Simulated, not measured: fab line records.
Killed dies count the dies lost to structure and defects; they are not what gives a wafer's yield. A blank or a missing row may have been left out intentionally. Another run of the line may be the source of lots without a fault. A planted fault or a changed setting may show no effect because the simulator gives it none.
Chamber matching :: flow nand_harc :: NHARC_P_CONTACT_CMP_01 on cmp-04 has 4 sister chambers
The step polishes SiO2, target thk 200 nm. 4 wafers are shown with their chamber, then 8 later ones without.

## WAFERS WITH THEIR CHAMBER
wafer: L868.5
chamber: 0
motor_current_A (A): 14.1

wafer: L869.1
chamber: 2
motor_current_A (A): 10.7

wafer: L869.2
chamber: 3
motor_current_A (A): 11.2

wafer: L871.2
chamber: 1
motor_current_A (A): 13.6

## WAFERS WHOSE CHAMBER IS MISSING
wafer: L871.4
motor_current_A (A): 14.8

wafer: L871.6
motor_current_A (A): 11.1

wafer: L873.1
motor_current_A (A): 14.3

wafer: L873.2
motor_current_A (A): 12.0

wafer: L873.5
motor_current_A (A): 11.2

wafer: L879.1
motor_current_A (A): 13.9

wafer: L879.3
motor_current_A (A): 11.7

wafer: L879.5
motor_current_A (A): 11.7

## THE CHAMBER EACH PASSED THROUGH
wafer: L871.4
from the rows above: can't be placed: 0 or 1
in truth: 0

wafer: L871.6
from the rows above: can't be placed: 3 or 2
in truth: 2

wafer: L873.1
from the rows above: can't be placed: 0 or 1
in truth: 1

wafer: L873.2
from the rows above: can't be placed: 3 or 2 or 1
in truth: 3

wafer: L873.5
from the rows above: can't be placed: 3 or 2
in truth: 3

wafer: L879.1
from the rows above: can't be placed: 0 or 1
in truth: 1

wafer: L879.3
from the rows above: can't be placed: 3 or 2
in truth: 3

wafer: L879.5
from the rows above: can't be placed: 3 or 2
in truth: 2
0 of 8 placed correctly. These rows do not allow placing 8 (true chamber among the candidates in 8). Number placed wrongly: 0.
How it was worked out, from the rows above alone: a wafer's distance from a chamber is the root of the sum, over the readings, of the square of ((its reading less the chamber's mean) divided by the reading's scatter). The wafer belongs to the nearest chamber; if the next one is less than 2 further off, it can't be placed. For every chamber, the mean is computed from those of its wafers that are shown. The scatter (one wafer shown for each chamber): square how far every hidden wafer sits from the nearest shown wafer, average those squares and take the square root.
